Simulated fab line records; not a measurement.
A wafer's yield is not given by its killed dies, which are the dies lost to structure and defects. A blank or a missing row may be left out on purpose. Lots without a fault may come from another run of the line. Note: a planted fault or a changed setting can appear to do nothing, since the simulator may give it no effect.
A struck lot beside a sound one	flow n5 finfet	39 out of 1938 route steps
Sound: the wafers L590.3, L590.5, L590.6. Wafers L586.2, L586.3, L586.5 were the ones struck. The cause is named last.
For every step that has rows: the tool of each side, followed by ch and its chambers, followed by its first start. Under that, the readings that differ: sound wafers	struck wafers	difference of the means	sigmas: that difference in standard deviations of wafers without a fault.
alike: readings with means less than 2 such deviations apart, plus words and numbers identical on both sides. not compared: withheld readings, readings lacking a value on some wafer, bounds such as >300 that could conceal the same value, and numbers that have no deviation in the record and whose values overlap.
The two part at a step that has a row with sigmas, a row that says differs or no value, or rows on one side only. Non-overlapping numbers with no deviation appear without sigmas and do not part them. A reading missing from all wafers of one side parts the sides only when that side holds two or more wafers.

first, 11 steps without rows for these wafers: N5_HKMG_FIN_DESCUM_53 (chemistry O2, time 7.9 s); N5_HKMG_FIN_ETCH_54 (etches SiARC in CF4, target depth 45.5 nm, time 75.8 s); N5_HKMG_FIN_ETCH_55 (etches SOC in N2/H2, target depth 240 nm, time 300 s); N5_HKMG_FIN_STRIP_56 (strips in N2/H2); N5_HKMG_FIN_STRIP_57 (strips in CF4); N5_HKMG_FIN_ETCH_58 (etches SOC in N2/H2, target depth 215.8 nm, time 741 s); N5_HKMG_FIN_STRIP_93 (strips SOC in N2/H2, time 20 s); N5_HKMG_FIN_WET_ETCH_76 (etches Al2O3 in dNH4OH, stops on La2O3, target depth 2.25 nm, rinse time 30 s); N5_HKMG_FIN_STRIP_60 (strips in N2/H2, time 360 s); N5_HKMG_FIN_WET_ETCH_77 (etches La2O3 in dHCl, stops on HfO2, target depth 2 nm); N5_HKMG_FIN_WET_ETCH_78 (etches Al2O3 in dNH4OH, stops on La2O3, target depth 4.5 nm, rinse time 30 s).
N5_HKMG_FIN_ALD_79: deposits TiN, target thk 1.5 nm, pulse time 1 s, purge time 3 s.
  sound on ald metal-04 ch 0,2,3, day 9 14:11; struck on ald metal-04 ch 1,2, day 8 11:45
  no value came back on the struck wafers for any of 5 readings (ald cycles, chamber pressure Torr (Torr) and others); on the sound wafers ald cycles reads 68 68 68
then, 25 steps without rows for these wafers: N5_HKMG_FIN_CVD_62 (deposits a-Si from Si2H6, target thk 3 nm, time 20.8 s); N5_HKMG_FIN_RTA_80 (time 2 s); N5_HKMG_FIN_PRECLEAN_64 (cleans in dHF, time 30 s); N5_HKMG_FIN_WET_ETCH_65 (etches a-Si in TMAH, stops on TiN, time 49 s, target depth 3 nm); N5_HKMG_FIN_WET_ETCH_81 (etches TiN in SC1, stops on HfO2, time 57 s, target depth 6 nm); N5_HKMG_FIN_WET_ETCH_82 (etches La2O3 in dHCl, stops on HfO2, target depth 2 nm, rinse time 30 s); N5_HKMG_FIN_ALD_36 (deposits TiN, target thk 1 nm, pulse time 1 s, purge time 3 s); N5_HKMG_FIN_PWFM_ALD_03 (deposits TiN, target thk 2 nm, pulse time 1 s, purge time 3 s); N5_HKMG_FIN_COAT_29 (time 60 s, resist thk 300 nm); N5_HKMG_FIN_COAT_30 (time 60 s, resist thk 35 nm); N5_HKMG_FIN_COAT_06 (resist thk 90 nm); N5_HKMG_FIN_EBR_08; N5_HKMG_FIN_SOFTBAKE_07 (time 60 s); N5_HKMG_FIN_EXPOSE_09 (exposes mask NWFM); N5_HKMG_FIN_PEB_10 (peb time 60 s); N5_HKMG_FIN_DEVELOP_11 (develop time 30 s); N5_HKMG_FIN_DESCUM_17 (chemistry O2, time 7.9 s); N5_HKMG_FIN_ETCH_31 (etches SiARC in CF4, target depth 45.5 nm, time 75.8 s); N5_HKMG_FIN_ETCH_32 (etches SOC in N2/H2, target depth 240 nm, time 300 s); N5_HKMG_FIN_STRIP_33 (strips in N2/H2); N5_HKMG_FIN_STRIP_34 (strips in CF4); N5_HKMG_FIN_ETCH_35 (etches SOC in N2/H2, target depth 215.8 nm, time 243.4 s); N5_HKMG_FIN_STRIP_92 (strips SOC in N2/H2, time 20 s); N5_HKMG_FIN_WET_ETCH_18 (etches TiN in SC1, time 55 s, target depth 5.2 nm, rinse time 30 s); N5_HKMG_FIN_STRIP_19 (strips in N2/H2, time 360 s).
-- record jumps: 4 days separate the struck wafers' starts on either side; left off in module HKMG_FIN, taken up again in module BEOL_M4, whose first shown step is the route's number 1111 --
N5_BEOL_M4_RC_MEAS_101:
  sound on prober-02 ch 0, day 14 08:01; struck on prober-01 ch 0, day 12 22:52
reading	sound	struck	difference	sigmas
DIBL_N (mV/V)	34.7 42.4 37.3	31.3 30.6 32.5	-6.7	-3
DIBL_P (mV/V)	34.0 44.0 38.3	32.6 32.8 33.7	-5.7	-2
EOT_N	10.48 10.36 10.53	10.17 10.00 10.05	-0.38	-4
EOT_P	10.47 10.37 10.52	10.08 9.99 9.94	-0.45	-4
IGATE_N (nA/um)	0.0123 0.0156 0.0106	0.0527 0.0682 0.0590	+0.0471	+25
IGATE_P (nA/um)	0.0036 0.0047 0.0032	0.0165 0.0214 0.0185	+0.0150	+25
IOFF_N (nA/um)	0.13 0.32 0.20	0.03 0.03 0.04	-0.18	-4
IOFF_N_LIN (nA/um)	0.060 0.123 0.086	0.017 0.016 0.018	-0.073	-4
IOFF_N_LONG (nA/um)	5.81e-05 5.79e-05 5.84e-05	3.09e-05 2.9e-05 2.99e-05	-2.82e-05	-11
IOFF_P (nA/um)	0.18 0.37 0.25	0.00 0.00 0.01	-0.26	-5
IOFF_P_85C (nA/um)	3.1 5.8 4.2	0.1 0.1 0.2	-4.2	-6
IOFF_P_LIN (nA/um)	0.086 0.144 0.110	0.002 0.002 0.002	-0.111	-6
IOFF_P_LONG (nA/um)	0.000106 0.000105 0.000104	3.7e-05 4.5e-05 3.7e-05	-6.5e-05	-7
ION_N (uA/um)	655 699 673	582 574 577	-98	-7
ION_P (uA/um)	449 473 458	290 294 290	-169	-18
VT_N (mV)	252 242 248	291 294 292	+45	+12
VT_N_LONG (mV)	271.2 271.6 273.6	311.8 313.6 313.8	+40.9	+19
VT_N_LVT (mV)	102 91 94	143 144 144	+48	+12
VT_P (mV)	-252 -244 -248	-364 -362 -360	-114	-29
VT_P_LONG (mV)	-274 -277 -275	-387 -389 -385	-112	-30
VT_P_LVT (mV)	-100 -93 -97	-212 -213 -213	-116	-31
  alike: SS_N, SS_P
-- record jumps: 5 days separate the struck wafers' starts on either side; left off in module BEOL_M4, taken up again in module PASSIVATION, whose first shown step is the route's number 1936 --
N5_PASSIVATION_PROBE_49:
  sound on prober-02 at day 19 07:12; struck on prober-02 at day 17 18:26
reading	sound	struck	difference	sigmas
defect limited yield (%)	91.4 91.5 91.8	59.5 59.3 58.0	-32.6	-25
killed at contacts	22 16 18	4 5 2	-15	-2
killed at front end	30 35 39	434 436 435	+400	+41
killed dies	102 100 97	478 480 496	+385	+26
killed on rim	14 14 14	130 110 115	+104	+24
sort_bin_5_function (%)	5.3 5.2 4.8	36.9 37.7 38.6	+32.6	+37
sort_bin_8_speed (%)	0 0 0	59.49 59.32 57.97	+58.93	+99 or more
sort n pass	1078 1070 1083	0 0 0	-1077	-67
sort yield pct (%)	91.4 90.7 91.8	0 0 0	-91	-65
  alike: killed_at_M0_to_M3, killed_at_M4_up, killed at other, killed open, killed short, sort_bin_4_leakage, sort_bin_6_memory

## WHERE THEY PART
At N5_HKMG_FIN_ALD_79 first; at N5_PASSIVATION_PROBE_49 last (within this record only).

WHY: the cause the simulator had injected
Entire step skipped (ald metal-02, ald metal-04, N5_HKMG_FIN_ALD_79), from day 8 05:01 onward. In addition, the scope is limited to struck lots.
